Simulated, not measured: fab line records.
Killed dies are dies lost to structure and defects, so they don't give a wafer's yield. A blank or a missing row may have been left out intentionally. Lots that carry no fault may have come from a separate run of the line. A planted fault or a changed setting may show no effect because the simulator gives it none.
Commonality check across tools :: flow nand-harc :: Lots sampled 11, wafers sampled 33

## WHY IT WAS OPENED
At NHARC_P_STI_OCD_MEAS_17 the reading trench-depth-nm is flagged on 3 of 11 lots. No-fault wafers: 301 nm, standard deviation 4.
Rule: flag the lot when none of its wafers has a number, or when each of its wafers that has one lies beyond 4 standard deviations from that mean. All remaining lots are regarded as sound.

lot: L721
measured: day 3 08:44
on: ocd-01
trench-depth-nm (nm), wafer by wafer: 295 306 293
flag: 

lot: L722
measured: day 3 17:43
on: ocd-02
trench-depth-nm (nm), wafer by wafer: 305 296 309
flag: 

lot: L723
measured: day 3 23:33
on: ocd-02
trench-depth-nm (nm), wafer by wafer: 294 298 294
flag: 

lot: L725
measured: day 4 08:38
on: ocd-02
trench-depth-nm (nm), wafer by wafer: 306 298 304
flag: 

lot: L726
measured: day 4 17:50
on: ocd-02
trench-depth-nm (nm), wafer by wafer: 304 298 301
flag: 

lot: L729
measured: day 5 14:49
on: ocd-01
trench-depth-nm (nm), wafer by wafer: 0 0 0
flag: FLAGGED

lot: L731
measured: day 5 23:48
on: ocd-02
trench-depth-nm (nm), wafer by wafer: 0 0 0
flag: FLAGGED

lot: L732
measured: day 6 05:56
on: ocd-02
trench-depth-nm (nm), wafer by wafer: 0 1 0
flag: FLAGGED

lot: L736
measured: day 7 05:40
on: ocd-02
trench-depth-nm (nm), wafer by wafer: 308 309 300
flag: 

lot: L737
measured: day 7 13:51
on: ocd-02
trench-depth-nm (nm), wafer by wafer: 310 300 301
flag: 

lot: L740
measured: day 8 05:45
on: ocd-01
trench-depth-nm (nm), wafer by wafer: 299 305 299
flag: 
Average over the flagged lots: 0 nm; offset from the usual -301 nm, equal to -75 standard deviations.

## TOOL THAT RAN EACH LOT
3 process steps preceding the reading are held in the record, out of 1159 steps in the route. Every cell lists first the tool, next ch and the chambers used by the sampled wafers, and last the start.
lot: L721
flag: 
NHARC_P_ZERO_WELL_DESCUM_54: rie-diel-10 ch 1,2,3, day 2 17:55
NHARC_P_STI_DESCUM_14: rie-diel-02 ch 0,2,3, day 3 08:13
NHARC_P_STI_ETCH_15: rie-si-03 ch 2,3, day 3 08:29

lot: L722
flag: 
NHARC_P_ZERO_WELL_DESCUM_54: rie-diel-03 ch 1,2, day 2 23:54
NHARC_P_STI_DESCUM_14: rie-diel-13 ch 0,2,3, day 3 17:12
NHARC_P_STI_ETCH_15: rie-si-03 ch 0,1,3, day 3 17:29

lot: L723
flag: 
NHARC_P_ZERO_WELL_DESCUM_54: rie-diel-10 ch 1,2, day 3 05:56
NHARC_P_STI_DESCUM_14: rie-diel-02 ch 0,1,2, day 3 23:02
NHARC_P_STI_ETCH_15: rie-si-05 ch 2,3, day 3 23:18

lot: L725
flag: 
NHARC_P_ZERO_WELL_DESCUM_54: rie-diel-03 ch 0,2, day 3 17:38
NHARC_P_STI_DESCUM_14: rie-diel-13 ch 1,3, day 4 08:05
NHARC_P_STI_ETCH_15: rie-si-06 ch 0,1,3, day 4 08:25

lot: L726
flag: 
NHARC_P_ZERO_WELL_DESCUM_54: rie-diel-09 ch 0,1, day 4 00:02
NHARC_P_STI_DESCUM_14: rie-diel-02 ch 0,3, day 4 17:17
NHARC_P_STI_ETCH_15: rie-si-06 ch 1,2,3, day 4 17:37

lot: L729
flag: FLAGGED
NHARC_P_ZERO_WELL_DESCUM_54: rie-diel-03 ch 2,3, day 4 17:54
NHARC_P_STI_DESCUM_14: rie-diel-07 ch 0,2, day 5 14:17
NHARC_P_STI_ETCH_15: rie-si-05 ch 0,3, day 5 14:34

lot: L731
flag: FLAGGED
NHARC_P_ZERO_WELL_DESCUM_54: rie-diel-09 ch 0,1,2, day 5 05:32
NHARC_P_STI_DESCUM_14: rie-diel-13 ch 0,1,3, day 5 23:17
NHARC_P_STI_ETCH_15: rie-si-06 ch 0,1,3, day 5 23:33

lot: L732
flag: FLAGGED
NHARC_P_ZERO_WELL_DESCUM_54: rie-diel-09 ch 0,1,3, day 5 11:57
NHARC_P_STI_DESCUM_14: rie-diel-13 ch 0,1, day 6 05:25
NHARC_P_STI_ETCH_15: rie-si-05 ch 2,3, day 6 05:41

lot: L736
flag: 
NHARC_P_ZERO_WELL_DESCUM_54: rie-diel-09 ch 1,2, day 6 11:42
NHARC_P_STI_DESCUM_14: rie-diel-07 ch 0,1, day 7 05:08
NHARC_P_STI_ETCH_15: rie-si-03 ch 0,1,3, day 7 05:26

lot: L737
flag: 
NHARC_P_ZERO_WELL_DESCUM_54: rie-diel-09 ch 1,2, day 6 17:47
NHARC_P_STI_DESCUM_14: rie-diel-13 ch 1,2, day 7 13:17
NHARC_P_STI_ETCH_15: rie-si-06 ch 1,2,3, day 7 13:37

lot: L740
flag: 
NHARC_P_ZERO_WELL_DESCUM_54: rie-diel-03 ch 0,1,2, day 7 11:59
NHARC_P_STI_DESCUM_14: rie-diel-02 ch 1,2,3, day 8 05:14
NHARC_P_STI_ETCH_15: rie-si-06 ch 0,2,3, day 8 05:32
What these steps do:
- NHARC_P_ZERO_WELL_DESCUM_54: chemistry O2, time 3 s.
- NHARC_P_STI_DESCUM_14: chemistry O2, time 3 s.
- NHARC_P_STI_ETCH_15: etches the open film in HBr/Cl2, target depth 300 nm, time 100.1 s.
- NHARC_P_STI_OCD_MEAS_17

## FLAGGED OVER TOTAL, TOOL BY TOOL (the gauges that took the reading come last)
step: NHARC_P_ZERO_WELL_DESCUM_54
tool: rie-diel-03
lots run: 4
flagged: 1
share of the flagged lots: some
sound lots run after its first flagged lot: 1 (L740)

step: NHARC_P_ZERO_WELL_DESCUM_54
tool: rie-diel-09
lots run: 5
flagged: 2
share of the flagged lots: some
sound lots run after its first flagged lot: 2 (L736,L737)

step: NHARC_P_ZERO_WELL_DESCUM_54
tool: rie-diel-10
lots run: 2
flagged: 0
share of the flagged lots: none
sound lots run after its first flagged lot: -

step: NHARC_P_STI_DESCUM_14
tool: rie-diel-02
lots run: 4
flagged: 0
share of the flagged lots: none
sound lots run after its first flagged lot: -

step: NHARC_P_STI_DESCUM_14
tool: rie-diel-07
lots run: 2
flagged: 1
share of the flagged lots: some
sound lots run after its first flagged lot: 1 (L736)

step: NHARC_P_STI_DESCUM_14
tool: rie-diel-13
lots run: 5
flagged: 2
share of the flagged lots: some
sound lots run after its first flagged lot: 1 (L737)

step: NHARC_P_STI_ETCH_15
tool: rie-si-03
lots run: 3
flagged: 0
share of the flagged lots: none
sound lots run after its first flagged lot: -

step: NHARC_P_STI_ETCH_15
tool: rie-si-05
lots run: 3
flagged: 2
share of the flagged lots: some
sound lots run after its first flagged lot: 0

step: NHARC_P_STI_ETCH_15
tool: rie-si-06
lots run: 5
flagged: 1
share of the flagged lots: some
sound lots run after its first flagged lot: 2 (L737,L740)

step: NHARC_P_STI_OCD_MEAS_17
tool: ocd-01
lots run: 3
flagged: 1
share of the flagged lots: some
sound lots run after its first flagged lot: 1 (L740)

step: NHARC_P_STI_OCD_MEAS_17
tool: ocd-02
lots run: 8
flagged: 2
share of the flagged lots: some
sound lots run after its first flagged lot: 2 (L736,L737)

## THE TABLE: WHAT IT ALLOWS
No row of the table ran every flagged lot.

## WHAT THE SIMULATOR HAD INSERTED
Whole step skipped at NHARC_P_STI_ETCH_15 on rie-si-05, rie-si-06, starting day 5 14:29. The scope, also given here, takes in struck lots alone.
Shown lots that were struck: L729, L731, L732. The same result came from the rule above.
